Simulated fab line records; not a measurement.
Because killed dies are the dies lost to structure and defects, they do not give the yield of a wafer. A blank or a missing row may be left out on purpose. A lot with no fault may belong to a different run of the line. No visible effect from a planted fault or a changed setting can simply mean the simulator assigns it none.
Which tool was responsible? | flow n5-finfet | 10 lots, 30 wafers sampled, at 4 steps of a route of 1938

WHAT EACH GAUGE READ, for each wafer
N5_BEOL_M0_RS_MEAS_126: a four-point-probe measurement.
lot  | measured     | on            | M0_RS (ohm/sq)
L428 | day 6 05:59  | film-metro-02 | 0.491 0.505 0.504
L435 | day 8 01:17  | film-metro-01 | 0.760 0.770 0.793
L436 | day 8 02:17  | film-metro-02 | 0.790 0.795 0.721
L441 | day 9 21:17  | film-metro-02 | 0.545 0.547 0.523
L443 | day 10 01:31 | film-metro-01 | 0.513 0.528 0.498
L445 | day 10 15:15 | film-metro-02 | 0.503 0.500 0.502
L446 | day 10 17:32 | film-metro-01 | 0.518 0.539 0.534
L447 | day 10 23:56 | film-metro-01 | 0.512 0.525 0.506
L448 | day 11 16:22 | film-metro-02 | 0.541 0.533 0.518
L449 | day 11 21:05 | film-metro-02 | 0.536 0.531 0.527

WHICH TOOL RAN EACH LOT (tool, then ch and the chambers of the sampled wafers, then the start)
lot  | N5_BEOL_M0_SAQP_ILD_DEP_01      | N5_BEOL_M0_ANNEAL_117        | N5_BEOL_M0_SPUTTER_141
L428 | pecvd-02 ch 0,1,2, day 5 16:30  | pvd-sputter-02, day 6 04:38  | pvd-sputter-02, day 6 04:55
L435 | pecvd-02 ch 1,2, day 7 13:11    | pvd-sputter-02, day 7 23:43  | pvd-sputter-02, day 7 23:59
L436 | pecvd-02 ch 0,2, day 7 16:10    | pvd-sputter-03, day 8 00:57  | pvd-sputter-03, day 8 01:14
L441 | pecvd-04 ch 0,1,2, day 9 09:32  | pvd-sputter-03, day 9 19:47  | pvd-sputter-03, day 9 20:04
L443 | pecvd-04 ch 1,2, day 9 12:33    | pvd-sputter-01, day 10 00:11 | pvd-sputter-01, day 10 00:28
L445 | pecvd-04 ch 0,1, day 10 00:52   | pvd-sputter-03, day 10 13:25 | pvd-sputter-03, day 10 13:42
L446 | pecvd-04 ch 0,2, day 10 04:29   | pvd-sputter-01, day 10 15:35 | pvd-sputter-01, day 10 15:52
L447 | pecvd-02 ch 0,1,2, day 10 08:25 | pvd-sputter-02, day 10 22:36 | pvd-sputter-02, day 10 22:53
L448 | pecvd-02 ch 0,1, day 10 23:27   | pvd-sputter-01, day 11 14:40 | pvd-sputter-01, day 11 14:57
L449 | pecvd-02 ch 0,1, day 11 02:28   | pvd-sputter-01, day 11 19:45 | pvd-sputter-01, day 11 20:02
- N5_BEOL_M0_SAQP_ILD_DEP_01: deposits SiOC from DEMS/O2, target thk 45.419 nm, time 8.7 s.
- N5_BEOL_M0_ANNEAL_117: time 60 s.
- N5_BEOL_M0_SPUTTER_141: material Cu, target thk 4 nm, time 7.37 s.

THE ANSWER, worked out from the rows above alone
Rule: usual is defined by the lots themselves. Put in order of their means at a reading, lots are off if they are a third of the lots or fewer, leave a main group of 4 or more, and stand apart from it by a gap of 3 or more times the standard deviation of the main group's means; of several such gaps the widest counts. The tables above print the reading to a certain number of digits; a main group whose means all agree to those digits is not used. Also off: a lot with no number at a reading for which 4 or more lots have one. Where the step has rows for the other lots, those lots are counted as sound.
Off: at N5_BEOL_M0_RS_MEAS_126 (M0_RS), L435, L436. Main group: mean 0.520 ohm/sq, sd 0.014.
If a tool, at a process step before that reading, ran all the lots that are off and no sound lot after the first of them, it fits. Those tools and the gauges at N5_BEOL_M0_RS_MEAS_126 are tried in the same way. Not one of the candidates tried fits.

WHAT WAS PUT IN BY THE SIMULATOR
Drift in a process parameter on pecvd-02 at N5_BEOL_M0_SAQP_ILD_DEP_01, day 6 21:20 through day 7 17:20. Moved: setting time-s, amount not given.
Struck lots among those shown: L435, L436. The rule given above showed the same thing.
